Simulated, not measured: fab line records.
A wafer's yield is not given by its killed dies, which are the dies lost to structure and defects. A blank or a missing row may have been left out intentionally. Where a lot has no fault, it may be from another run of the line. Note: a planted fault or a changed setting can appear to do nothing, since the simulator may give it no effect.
Which tool was responsible?    flow n5-finfet    at 1 step of a route of 1938, 10 lots with 30 wafers sampled

== WHAT EACH GAUGE READ, for each wafer ==
N5_MOL_CONTACT_COAG_INSPECT_97: inspects for defects (darkfield).
lot   measured      on                 raw-defect-count
L075  day 5 19:23   defect-inspect-01  47 45 64
L077  day 6 09:30   defect-inspect-01  32 22 31
L080  day 7 04:41   defect-inspect-01  56 63 66
L082  day 7 10:41   defect-inspect-01  33 36 65
L085  day 8 05:31   defect-inspect-01  39 21 21
L087  day 8 20:41   defect-inspect-02  60 47 68
L089  day 9 04:23   defect-inspect-02  29 42 49
L092  day 9 18:37   defect-inspect-01  80 27 40
L094  day 10 08:34  defect-inspect-02  48 79 72
L096  day 11 00:14  defect-inspect-01  25 25 21

== WHAT TOOL EACH LOT RAN ON (gives the tool, then ch and the chambers of the sampled wafers, and finally the start) ==
Before these readings, the record contains no process step.

== THE ANSWER, worked out from the rows above alone ==
Rule: usual is defined by the lots themselves. Put in order of their means at a reading, lots are off if they are a third of the lots or fewer, leave a main group of 4 or more, and stand apart from it by a gap of 3 or more times the standard deviation of the main group's means; of several such gaps the widest counts. A main group is skipped when, at the precision printed for the reading in the tables above, its means are all equal. Also off: a lot with no number at a reading for which 4 or more lots have one. All remaining lots with rows at the step are treated as sound.
No lot is off at any reading shown: from this, nothing can be told.

== WHAT THE SIMULATOR HAD INSERTED ==
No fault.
